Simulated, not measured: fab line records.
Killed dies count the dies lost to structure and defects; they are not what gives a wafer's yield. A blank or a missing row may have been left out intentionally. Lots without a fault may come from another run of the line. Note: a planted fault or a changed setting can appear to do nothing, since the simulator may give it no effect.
Problem report, 8D (eight disciplines) form, completed by code | flow nand harc | the parts of the form that need people (team, actions taken, sign-off) are left out

1. PROBLEM STATEMENT
Wafers without a fault read 997 nm, standard deviation 10; thk nm at NHARC_A_ONON_D2_THK_MEAS_11 reads a mean of 1062 nm on 6 wafers belonging to 2 lots. That is +6.5 standard deviations from the usual mean.
The step: measures by ellipsometry.
Seen first at day 18 22:19 on film metro-02, wafer L807.3. The record holds 39 wafers of 13 lots with a number at this step. The rule behind "out" and "out of limits": a value lying over 4 standard deviations away from the usual mean. The other wafers with a number count as sound.

2. WHAT IT IS; WHAT IT IS NOT
question                    | is                           | is not
which readings at this step | thk nm                       | -
which lots                  | L807, L810                   | L793, L794, L795, L798, L799, L801, L802, L803, L814, L815, L816
which wafers of those lots  | all that have a number       | -
read on which gauges        | film metro-01, film metro-02 | -
when                        | from day 18 22:19            | up to then (24 sound wafers); but 9 sound wafers of L814, L815, L816 came after

3. THE SUSPECTS, EACH WITH WHAT RULES IT OUT
Counting: any tool at a process step up to the reading is kept as a suspect provided that every lot that is out went through it and no sound lot did after the first of them.
- the gauge at NHARC_A_ONON_D2_THK_MEAS_11 is ruled out. 2 gauges (film metro-01, film metro-02) read the wafers that are out.
- pecvd-04 at NHARC_A_DECK1_JOINT_DEP_16 (deposits SiO2, target thk 45 nm): kept. All lots that are out passed through it, beginning with L807 at day 18 19:42, and no sound lot followed; its final sound lot before that point was L801 at day 15 12:52.
- pecvd onon-03 at NHARC_A_ONON_D2_DEP_09 (target thk 1000 nm): kept. All lots that are out passed through it, beginning with L807 at day 18 21:55, and no sound lot followed; its final sound lot before that point was L802 at day 16 18:10.
After counting, pecvd-04 at NHARC_A_DECK1_JOINT_DEP_16 and pecvd onon-03 at NHARC_A_ONON_D2_DEP_09 remain.

4. THE CAUSE (what the simulator had put in)
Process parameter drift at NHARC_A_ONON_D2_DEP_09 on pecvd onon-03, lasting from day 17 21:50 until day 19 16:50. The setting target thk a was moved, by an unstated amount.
Counting leaves 2 suspects; this tool is one of them.

5. SEQUENCE OF EFFECTS, ordered by route
One row per reading whose mean, taken over the struck wafers that have a number, lies over 3 standard deviations from the usual. Scope: only readings with a usual standard deviation given in the record; hours: median across lots of the time from each lot's start at the first step in this table that gives one to its start at this step; sigmas: change in usual standard deviations.
hours | step                        | reading         | usual  | on struck wafers | change | sigmas
0     | NHARC_A_ONON_D2_THK_MEAS_11 | thk nm          | 997 nm | 1062             | +64    | +6.5
287   | NHARC_END_SORT_01           | killed at array | 52     | 670              | +618   | +31
287   | NHARC_END_SORT_01           | killed dies     | 57     | 677              | +620   | +31

6. HOW IT WOULD HAVE BEEN CAUGHT EARLIER
In this record the first reading out of limits at a measuring or inspecting step was taken at day 18 22:19, 24 hours after the fault began at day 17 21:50.
Of the lots that are out (2), L810 began NHARC_A_ONON_D2_DEP_09 on pecvd onon-03 after day 18 22:19. A tool hold placed at that time would have kept it from harm.
